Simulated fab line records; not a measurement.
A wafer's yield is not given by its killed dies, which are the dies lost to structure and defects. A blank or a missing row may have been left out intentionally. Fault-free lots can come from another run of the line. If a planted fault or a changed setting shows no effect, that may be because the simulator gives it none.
fab line records	flow nand_harc
record: lots: 11	wafers: 33	last_day: 24
route steps=1159 shown A_ONON_D1@449 A_CHANNEL_HOLE_D1@466 END@1159
lots untouched by any fault: they come from a run of this same line in which no faults occurred
start_h: start of the lot's first displayed wafer, in hours after the record's first day	wait_h: how many hours have passed since the lot's step before this one	" same as the row above	L1.1+2: a row that stands for several wafers	- value missing, or start not given	* or withheld: withheld	< > ~ a bound
route shown NAME@n: names a module that has steps shown in the file, with the first one's number in the route	usual: mean and standard deviation over wafers with no fault	same: alike in all rows	chamber/n: place in a boat	sites: each site's reading	_std_site: the values' standard deviation	_edge_site: mean of outer sites minus mean of inner sites	radius_mm: for every site, how far away it sits from the centre of the wafer	mask NAME#n: copy n	behind: the tool/chamber that last shaped the wafer	hold: reason for holding the lot/hours on hold/outcome of the hold	device: which transistor (n, p or np) failed to switch	end of line: the tests these same wafers got at the end of their route	a step given without rows: its recipe and nothing more	killed: not the wafer's yield, but the dies lost to structure and defects at the first sort	map: dies across one wafer; x = killed, . = not, _ = none there
set.NAME: the setting the step ran with; set.NAME@STEP: the setting that earlier step ran with	model.NAME: the simulator's own value behind a step, which no gauge read
route steps across a sampled set of lots; one table per step, one row per wafer
services: the hour from which a tool's chamber was out of use, counted from the record's first day as start_h (under 0 if before that day), plus the number of hours and why
== steps ==
step: NHARC_A_ONON_D1_INSPECT_32
usual: raw_defect_count: 65/22
lot.wafer	tool	chamber	start_h	wait_h	raw_defect_count
L740.2	defect_inspect-02	-	163.59	0.0	64
L740.4	"	-	"	"	62
L740.6	"	-	"	"	62
L742.2	defect_inspect-02	-	177.74	0.0	117
L742.3	"	-	"	"	88
L742.5	"	-	"	"	83
L741.1	defect_inspect-02	-	177.92	0.0	58
L741.3	"	-	"	"	52
L741.6	"	-	"	"	79
L743.1	defect_inspect-01	-	194.50	0.0	39
L743.3	"	-	"	"	54
L743.5	"	-	"	"	47
L745.1	defect_inspect-02	-	203.09	0.0	70
L745.2	"	-	"	"	40
L745.3	"	-	"	"	92
L747.4	defect_inspect-01	-	211.18	0.0	84
L747.5	"	-	"	"	44
L747.6	"	-	"	"	60
L755.3	defect_inspect-01	-	262.96	0.0	74
L755.4	"	-	"	"	74
L755.5	"	-	"	"	56
L754.1	defect_inspect-02	-	263.07	0.0	59
L754.3	"	-	"	"	80
L754.6	"	-	"	"	62
L759.2	defect_inspect-02	-	281.74	0.0	24
L759.3	"	-	"	"	37
L759.6	"	-	"	"	28
L760.1	defect_inspect-02	-	281.77	0.0	46
L760.3	"	-	"	"	32
L760.5	"	-	"	"	57
L763.2	defect_inspect-02	-	300.56	0.0	52
L763.3	"	-	"	"	61
L763.6	"	-	"	"	36
step: NHARC_A_CHANNEL_HOLE_D1_ETCH_38
recipe: target_depth_a: 390	over_etch_frac: 0.3	time_s: 65	ion_energy_ev: 80	cf4_flow_sccm: 150	ar_flow_sccm: 0	rf_w: 300	bias_w: 100	chemistry: CF4
usual: bias_w: 100.01/0.3	cf4_flow_sccm: 150.0/0.42	drypump_motor_current_A: 5.8/0.52	oes_product_au: 0.997/0.0078	rf_vpp_V: 151.0/0.9	showerhead_plenum_p_Torr: 1.75/0.038	throttle_valve_pct: 13.283/0.0084
lot.wafer	tool	chamber	start_h	wait_h	bias_w	cf4_flow_sccm	drypump_motor_current_A	oes_product_au	rf_hours_counter_h	rf_vpp_V	showerhead_plenum_p_Torr	throttle_valve_pct
L740.2	rie_diel-09	3	166.90	0.1	99.61	150.5	6.2	0.995	5	153.2	1.83	13.290
L740.6	"	3	"	"	100.02	149.8	6.1	0.992	-	152.3	1.83	13.280
L740.4	"	2	"	"	100.47	149.9	6.2	1.005	-	151.3	1.75	13.292
L742.3	rie_diel-09	3	183.56	0.1	99.94	149.8	6.2	0.999	5	151.8	1.83	13.279
L742.2	"	1	"	"	99.84	150.0	6.0	1.003	5	152.2	1.72	13.285
L742.5	"	0	"	"	99.97	150.5	6.0	0.995	-	151.4	1.71	13.273
L741.3	rie_diel-07	3	183.84	0.1	99.61	149.9	6.7	0.995	8	149.7	1.71	13.290
L741.1	"	1	"	"	100.39	150.3	5.7	0.979	9	151.8	1.76	13.269
L741.6	"	2	"	"	100.15	149.9	5.2	0.991	-	151.1	1.77	13.288
L743.1	rie_diel-09	1	197.52	0.1	100.38	149.7	6.0	0.999	6	151.2	1.72	13.291
L743.3	"	2	"	"	99.76	149.6	6.2	1.002	9	151.2	1.75	13.288
L743.5	"	1	"	"	100.36	149.8	6.1	0.993	-	151.2	1.72	13.287
L745.1	rie_diel-09	2	206.10	0.1	100.01	149.7	6.3	1.003	10	150.5	1.75	13.301
L745.2	"	0	"	"	99.41	150.3	6.0	0.991	10	150.2	1.71	13.289
L745.3	"	1	"	"	100.08	149.5	6.1	0.998	7	151.1	1.72	13.287
L747.4	rie_diel-03	0	214.04	0.1	99.82	149.2	4.9	1.002	10	151.7	1.80	13.275
L747.5	"	2	"	"	100.45	149.9	5.0	1.006	-	151.8	1.78	13.292
L747.6	"	3	"	"	99.39	150.0	5.4	1.011	-	151.1	1.78	13.281
L755.4	rie_diel-09	1	266.09	0.1	-	-	-	-	-	-	-	-
L755.3	"	2	"	"	-	-	-	-	-	-	-	-
L755.5	"	1	"	"	-	-	-	-	-	-	-	-
L754.1	rie_diel-07	1	266.25	0.1	-	-	-	-	-	-	-	-
L754.3	"	2	"	"	-	-	-	-	-	-	-	-
L754.6	"	3	"	"	-	-	-	-	-	-	-	-
L759.3	rie_diel-09	2	284.80	0.1	99.95	150.1	6.3	1.004	1	150.6	1.75	13.284
L759.2	"	0	"	"	99.88	149.4	6.0	1.005	1	151.1	1.71	13.278
L759.6	"	3	"	"	99.94	149.8	6.2	0.990	-	152.1	1.82	13.282
L760.1	rie_diel-09	0	285.91	0.1	99.73	150.0	6.1	0.988	2	151.6	1.71	13.277
L760.3	"	1	"	"	99.88	150.0	6.1	0.988	2	150.6	1.72	13.287
L760.5	"	3	"	"	100.00	149.6	6.2	0.986	-	152.1	1.82	13.283
L763.3	rie_diel-07	3	306.98	0.1	100.44	150.2	6.7	1.000	6	149.7	1.71	13.291
L763.2	"	0	"	"	99.93	149.5	5.8	1.004	5	150.4	1.72	13.289
L763.6	"	3	"	"	100.26	150.1	6.7	0.997	-	150.8	1.71	13.280
step: NHARC_A_CHANNEL_HOLE_D1_ETCH_34
recipe: target_depth_a: 1540	time_s: 77	cf4_flow_sccm: 100	chf3_flow_sccm: 30	ar_flow_sccm: 0	rf_w: 500	bias_w: 200	chemistry: CF4/CHF3
usual: bias_w: 199.9/0.65	cf4_flow_sccm: 100.0/0.3	drypump_motor_current_A: 5.8/0.48	oes_product_au: 0.949/0.021	rf_vpp_V: 370.3/1.3	showerhead_plenum_p_Torr: 1.56/0.033	throttle_valve_pct: 16.801/0.0087
lot.wafer	tool	chamber	start_h	wait_h	bias_w	cf4_flow_sccm	drypump_motor_current_A	oes_product_au	rf_hours_counter_h	rf_vpp_V	showerhead_plenum_p_Torr	throttle_valve_pct
L740.2	rie_diel-09	0	-	-	199.4	100.2	6.0	0.955	8	370.0	1.52	16.803
L740.6	"	0	"	"	199.2	100.1	6.0	0.967	-	368.1	1.52	16.805
L740.4	"	2	"	"	201.6	100.9	6.3	0.963	-	370.0	1.56	16.793
L742.3	rie_diel-09	1	-	-	200.1	99.9	6.1	0.926	5	369.2	1.53	16.806
L742.2	"	0	"	"	199.6	99.7	6.1	0.915	9	368.2	1.52	16.805
L742.5	"	3	"	"	199.9	99.5	6.3	0.957	-	371.3	1.63	16.776
L741.1	rie_diel-07	0	-	-	199.3	100.6	5.8	0.922	9	369.1	1.53	16.790
L741.3	"	1	"	"	199.6	100.0	5.6	0.925	9	371.4	1.57	16.810
L741.6	"	0	"	"	199.3	100.3	5.8	0.927	-	369.5	1.53	16.799
L743.1	rie_diel-09	1	-	-	199.9	100.2	6.1	0.928	7	367.7	1.53	16.792
L743.3	"	0	"	"	201.1	100.5	6.0	0.924	10	368.7	1.52	16.801
L743.5	"	1	"	"	201.0	99.5	6.1	0.922	-	369.2	1.53	16.794
L745.2	rie_diel-09	0	-	-	200.0	100.0	6.1	0.923	11	369.1	1.52	16.803
L745.3	"	1	"	"	200.7	99.6	6.1	0.917	7	369.3	1.53	16.801
L745.1	"	3	"	"	200.4	100.6	6.2	0.968	7	371.7	1.63	16.795
L747.4	rie_diel-03	0	-	-	199.0	99.7	4.9	0.917	10	370.6	1.60	16.803
L747.6	"	2	"	"	200.5	100.0	5.0	0.918	-	370.4	1.58	16.813
L747.5	"	3	"	"	200.4	100.2	5.4	0.933	-	371.3	1.58	16.811
L755.3	rie_diel-09	2	-	-	200.3	99.8	6.2	0.972	0	369.8	1.56	16.808
L755.4	"	3	"	"	200.0	100.0	6.2	0.933	0	373.6	1.62	16.798
L755.5	"	2	"	"	200.7	99.9	6.2	0.962	-	369.9	1.56	16.803
L754.3	rie_diel-07	1	-	-	199.8	100.0	5.7	0.967	3	370.8	1.57	16.795
L754.1	"	3	"	"	199.5	100.5	6.7	0.951	3	368.0	1.52	16.799
L754.6	"	2	"	"	198.4	100.2	5.2	0.953	-	370.1	1.57	16.804
L759.3	rie_diel-09	1	-	-	199.3	100.1	6.1	0.951	2	370.5	1.53	16.799
L759.2	"	0	"	"	199.9	100.2	6.1	0.954	1	368.8	1.52	16.814
L759.6	"	1	"	"	199.4	99.8	6.1	0.956	-	368.2	1.53	16.795
L760.1	rie_diel-09	0	-	-	199.2	100.1	6.0	0.956	2	369.6	1.52	16.793
L760.3	"	1	"	"	199.6	100.0	6.0	0.981	2	369.6	1.53	16.782
L760.5	"	3	"	"	199.0	99.9	6.1	0.945	-	372.5	1.62	16.798
L763.2	rie_diel-07	0	-	-	199.2	99.5	5.8	0.977	6	368.2	1.53	16.811
L763.3	"	3	"	"	199.2	99.7	6.7	0.953	6	368.4	1.52	16.793
L763.6	"	1	"	"	201.8	100.0	5.6	0.976	-	369.9	1.57	16.789
step: NHARC_A_CHANNEL_HOLE_D1_ETCH_25
recipe: bias_v: 5000	source_w: withheld	pressure_mtorr: 20	time_s: 1040.2	ar_flow_sccm: 375	c4f8_flow_sccm: 93.8	o2_flow_sccm: 31.2	temp_c: -20	target_depth_a: 15000	chemistry: C4F8/O2/Ar
usual: c4f8_flow_sccm: 93.83/0.28	chamber_pressure_mTorr: 19.998/0.021	drypump_motor_current_A: 5.8/0.45	showerhead_plenum_p_Torr: 3.831/0.023	throttle_valve_pct: 32.235/0.0096
lot.wafer	tool	chamber	start_h	wait_h	c4f8_flow_sccm	chamber_pressure_mTorr	drypump_motor_current_A	rf_hours_counter_h	showerhead_plenum_p_Torr	throttle_valve_pct
L740.2	har_etch-02	0	171.09	0.6	93.95	19.969	6.4	105	3.868	32.232
L740.4	"	1	"	"	93.76	19.989	5.2	-	3.868	32.231
L740.6	"	0	"	"	93.67	19.981	6.4	-	3.868	32.254
L741.1	har_etch-02	1	187.97	0.7	93.51	20.007	5.2	109	3.866	32.242
L741.3	"	1	"	"	93.48	19.997	5.2	-	3.866	32.223
L741.6	"	1	"	"	93.73	19.996	5.2	-	3.866	32.254
L742.2	har_etch-01	0	188.35	0.7	94.08	20.007	5.8	191	3.820	32.248
L742.3	"	0	"	"	93.63	20.002	5.8	-	3.820	32.237
L742.5	"	0	"	"	93.76	19.981	5.8	-	3.820	32.225
L743.1	har_etch-02	1	201.52	0.6	93.74	20.012	5.2	114	3.863	32.246
L743.3	"	0	"	"	93.88	19.996	6.4	-	3.863	32.232
L743.5	"	0	"	"	93.83	20.036	6.4	-	3.863	32.224
L745.2	har_etch-01	0	210.10	0.6	93.73	20.002	5.8	200	3.815	32.236
L745.1	"	1	"	"	93.75	20.030	5.9	200	3.815	32.239
L745.3	"	1	"	"	93.65	19.992	6.0	-	3.815	32.241
L747.4	har_etch-02	1	218.33	0.7	93.71	20.011	5.2	-	3.859	32.237
L747.6	"	1	"	"	93.82	20.006	5.2	-	3.859	32.228
L747.5	"	0	"	"	94.14	19.980	6.3	-	3.858	32.229
L755.3	har_etch-01	0	270.36	0.7	94.13	20.038	5.8	-	3.801	32.249
L755.4	"	1	"	"	94.16	19.987	5.9	-	3.801	32.247
L755.5	"	1	"	"	94.04	19.981	5.9	-	3.801	32.221
L754.1	har_etch-02	0	274.10	0.7	94.19	19.999	6.4	148	3.844	32.232
L754.3	"	1	"	"	93.92	19.983	5.2	-	3.844	32.248
L754.6	"	0	"	"	94.11	20.043	6.4	-	3.844	32.248
L759.2	har_etch-02	0	288.80	0.6	93.67	19.998	6.4	154	3.841	32.229
L759.3	"	0	"	"	94.36	20.029	6.4	-	3.841	32.212
L759.6	"	1	"	"	94.07	19.961	5.2	-	3.840	32.221
L760.1	har_etch-01	0	289.89	0.6	93.91	19.985	5.7	234	3.795	32.229
L760.3	"	0	"	"	93.93	19.992	5.8	-	3.796	32.218
L760.5	"	1	"	"	93.75	20.032	6.0	-	3.796	32.223
L763.2	har_etch-02	0	315.01	0.7	93.82	20.025	6.4	169	3.833	32.242
L763.3	"	0	"	"	94.16	19.975	6.4	-	3.833	32.234
L763.6	"	1	"	"	93.94	19.981	5.2	-	3.832	32.232
step: NHARC_END_SORT_01
recipe: temp_c: 25
usual: killed_at_array: 29/11	killed_at_other: 0.6/0.92	killed_at_periphery: 3.2/2	killed_dies: 33/11	killed_open: 3.2/2	killed_short: 1.9/1.5
same: gross_dies: 677
lot.wafer	tool	chamber	start_h	wait_h	killed_at_array	killed_at_other	killed_at_periphery	killed_dies	killed_open	killed_short
L755.3	prober-02	0	521.04	3.1	674	0	3	677	1	1
L755.4	prober-02	0	521.84	3.4	673	0	4	677	5	3
L755.5	prober-02	0	522.63	3.7	673	0	4	677	5	4
L754.1	prober-01	0	527.10	2.5	674	0	3	677	5	2
L754.3	prober-01	0	528.70	3.1	675	1	1	677	6	2
L754.6	prober-01	0	531.10	4.0	676	1	0	677	4	0
killed by level:class
L755.3 A_CHANNEL_HOLE_D1:area_etch=633 A_CHANNEL_HOLE_D1:chamber_film_flake=25 A_SLIT:chamber_film_flake=12 P_CONTACT:geometric_particle:open=1 A_WL_FILL:geometric_particle:short=1 P_ZERO_WELL:chamber_film_flake=1 P_GATE:chamber_film_flake=1 A_CHANNEL_FILL_D1:chamber_film_flake=1
L755.4 A_CHANNEL_HOLE_D1:area_etch=635 A_CHANNEL_HOLE_D1:chamber_film_flake=17 A_SLIT:chamber_film_flake=8 A_CONTACT:chamber_film_flake=5 A_BLC:geometric_particle:open=2 A_M0:geometric_particle:short=2 A_CHANNEL_FILL_D1:chamber_film_flake=2 P_CONTACT:geometric_particle:short=1
L755.5 A_CHANNEL_HOLE_D1:area_etch=625 A_CHANNEL_HOLE_D1:chamber_film_flake=22 A_SLIT:chamber_film_flake=12 A_CONTACT:chamber_film_flake=3 A_CONTACT:geometric_particle:short=2 A_BLC:geometric_particle:open=2 P_STI:chamber_film_flake=2 A_STAIRCASE:chamber_film_flake=2
L754.1 A_CHANNEL_HOLE_D1:area_etch=661 A_CONTACT:chamber_film_flake=4 A_STAIRCASE:chamber_film_flake=3 A_CHANNEL_HOLE_D1:geometric_particle:short=2 P_M0:geometric_particle:open=1 A_CHANNEL_FILL_D1:geometric_particle:open=1 A_WL_FILL:geometric_particle:open=1 A_CONTACT:geometric_particle:open=1
L754.3 A_CHANNEL_HOLE_D1:area_etch=657 A_CHANNEL_HOLE_D1:chamber_film_flake=5 A_CONTACT:chamber_film_flake=4 A_WL_FILL:geometric_particle:open=2 A_STAIRCASE:chamber_film_flake=2 A_ONON_D1:geometric_particle:short=1 A_ONON_D1:geometric_particle:open=1 A_CHANNEL_FILL_D1:geometric_particle:short=1
L754.6 A_CHANNEL_HOLE_D1:area_etch=665 A_CHANNEL_HOLE_D1:chamber_film_flake=3 A_CHANNEL_FILL_D1:geometric_particle:open=2 A_STAIRCASE:chamber_film_flake=2 A_CONTACT:chamber_film_flake=2 A_SGD_CUT:geometric_particle:open=1 STARTING-WAFER:geometric_particle:open=1 A_WL_FILL:chamber_film_flake=1
== services ==
tool	chamber	start_h	hours	kind
rie_diel-07	3	149.70	3.9	repair
rie_diel-09	1	153.34	21.4	repair
rie_diel-03	2	159.46	1.2	repair
rie_diel-09	0	160.04	-	clean
rie_diel-09	2	160.04	-	clean
rie_diel-09	3	160.04	-	clean
rie_diel-07	1	170.41	8.4	repair
rie_diel-09	2	173.81	23.0	repair
rie_diel-09	-	179.50	0.3	repair
rie_diel-09	-	181.03	1.2	repair
rie_diel-09	0	184.54	-	clean
rie_diel-09	1	184.54	-	clean
rie_diel-09	3	184.54	-	clean
rie_diel-09	2	198.93	2.1	repair
rie_diel-07	-	200.32	0.7	repair
rie_diel-09	0	209.04	-	clean
rie_diel-09	1	209.04	-	clean
rie_diel-03	-	215.30	9.0	pm
rie_diel-07	-	228.20	9.0	pm
rie_diel-09	3	228.41	9.7	repair
rie_diel-03	0	236.58	8.6	repair
rie_diel-09	-	254.10	9.0	pm
rie_diel-03	2	284.21	2.7	repair
har_etch-01	-	305.00	17.0	pm
== key ==
first_sign: step: NHARC_A_CHANNEL_HOLE_D1_ETCH_38	reading: tool_record	direction: missing
effect: step: NHARC_END_SORT_01	reading: killed_at_array	direction: up	sigmas: 61	usual: 29	struck: 674
more_kills_born_at: NHARC_A_CHANNEL_HOLE_D1_ETCH_38@rie_diel-07: 1983	NHARC_A_CHANNEL_HOLE_D1_ETCH_38@rie_diel-09: 1889
met_at NHARC_A_CHANNEL_HOLE_D1_ETCH_38
struck_lots L754,L755
later_rows_left_out L754.1,L754.3,L754.6,L755.3,L755.4,L755.5
tester_left_out L754,L755
not_acting_at NHARC_A_ONON_D1_INSPECT_32,NHARC_A_CHANNEL_HOLE_D1_ETCH_34,NHARC_A_CHANNEL_HOLE_D1_ETCH_25
onset_between 206.10 266.09
fault: kind: skipped_step_whole	tool: rie_diel-07,rie_diel-09	chamber: -	onset_h: 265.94	steps: NHARC_A_CHANNEL_HOLE_D1_ETCH_38	scope: struck_lots_only
tester_left_out: of these lots the tester's yield and bins aren't shown, on N5 and GAA mostly nor the transistor test; their killed dies are dies lost to structure and defects alone, not to doping, threshold or leakage, so they don't give the yield
later_rows_left_out: the simulator's readings of these wafers behind a module that went badly wrong aren't trusted and aren't shown, but for the sort
